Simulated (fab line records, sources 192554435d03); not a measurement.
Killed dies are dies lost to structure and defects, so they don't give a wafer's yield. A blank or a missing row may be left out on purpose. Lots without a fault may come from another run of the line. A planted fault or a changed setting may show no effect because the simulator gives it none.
Chamber matching | flow n5_finfet | N5_BEOL_M13_ETCH_59 on rie_diel-03: 4 sister chambers
The step etches BARC in N2/H2, target depth 89 nm, overetch 26.7 nm, time 67.9 s. 18 wafers are shown with their chamber, then 9 later ones without.

WAFERS WITH THEIR CHAMBER
wafer  | chamber | showerhead_plenum_p_Torr (Torr) | drypump_motor_current_A (A) | throttle_valve_pct (%)
L077.1 | 3       | 2.52                            | 5.2                         | 18.12
L077.2 | 1       | 2.42                            | 6.2                         | 18.14
L077.5 | 1       | 2.42                            | 6.2                         | 18.13
L078.2 | 1       | 2.42                            | 6.2                         | 18.15
L078.4 | 3       | 2.52                            | 5.2                         | 18.12
L078.6 | 1       | 2.42                            | 6.2                         | 18.16
L079.1 | 2       | 2.71                            | 5.5                         | 17.69
L079.2 | 3       | 2.52                            | 5.2                         | 18.12
L079.4 | 1       | 2.41                            | 6.2                         | 18.14
L080.2 | 0       | 2.52                            | 5.4                         | 18.23
L080.3 | 1       | 2.41                            | 6.2                         | 18.13
L080.6 | 3       | 2.52                            | 5.2                         | 18.12
L084.1 | 1       | 2.41                            | 6.2                         | 18.19
L084.2 | 0       | 2.51                            | 5.4                         | 18.24
L084.4 | 3       | 2.52                            | 5.2                         | 18.16
L086.2 | 3       | 2.52                            | 5.3                         | 18.13
L086.3 | 0       | 2.51                            | 5.4                         | 18.24
L086.4 | 2       | 2.71                            | 5.5                         | 17.71

SIGNATURES (means of the wafers above)
reading                  | chamber 0 | chamber 1 | chamber 2 | chamber 3 | scatter within a chamber
showerhead_plenum_p_Torr | 2.5133    | 2.4157    | 2.7100    | 2.5200    | 0.00412
drypump_motor_current_A  | 5.400     | 6.200     | 5.500     | 5.217     | 0.0244
throttle_valve_pct       | 18.2367   | 18.1486   | 17.7000   | 18.1283   | 0.0174
Rule: a wafer's distance from a chamber is the root of the sum, over the readings, of the square of ((its reading less the chamber's mean) divided by the reading's scatter). The wafer belongs to the nearest chamber; if the next one is less than 2 further off, it can't be placed. The scatter: the root of (the sum of the squares of (reading less its chamber's mean) over the shown wafers, divided by (wafers less chambers)).

WAFERS WITHOUT THEIR CHAMBER
wafer  | showerhead_plenum_p_Torr (Torr) | drypump_motor_current_A (A) | throttle_valve_pct (%)
L085.1 | 2.41                            | 6.3                         | 18.17
L085.4 | 2.51                            | 5.4                         | 18.24
L085.5 | 2.51                            | 5.4                         | 18.23
L094.4 | 2.51                            | 5.3                         | 18.17
L094.5 | 2.40                            | 6.3                         | 18.19
L094.6 | 2.70                            | 5.6                         | 17.73
L096.1 | 2.50                            | 5.3                         | 18.19
L096.2 | 2.69                            | 5.5                         | 17.76
L096.3 | 2.50                            | 5.4                         | 17.76

WHICH CHAMBER EACH WENT THROUGH
wafer  | from the rows above     | in truth
L085.1 | 1                       | 1
L085.4 | 0                       | 0
L085.5 | 0                       | 0
L094.4 | can't be placed: 3 or 0 | 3
L094.5 | 1                       | 1
L094.6 | 2                       | 2
L096.1 | can't be placed: 0 or 3 | 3
L096.2 | 2                       | 2
L096.3 | 3                       | 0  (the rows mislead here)
Placed correctly: 6 of 9. Can't be placed from these rows: 2 (the true chamber is among the candidates in 2). Placed wrongly: 1.
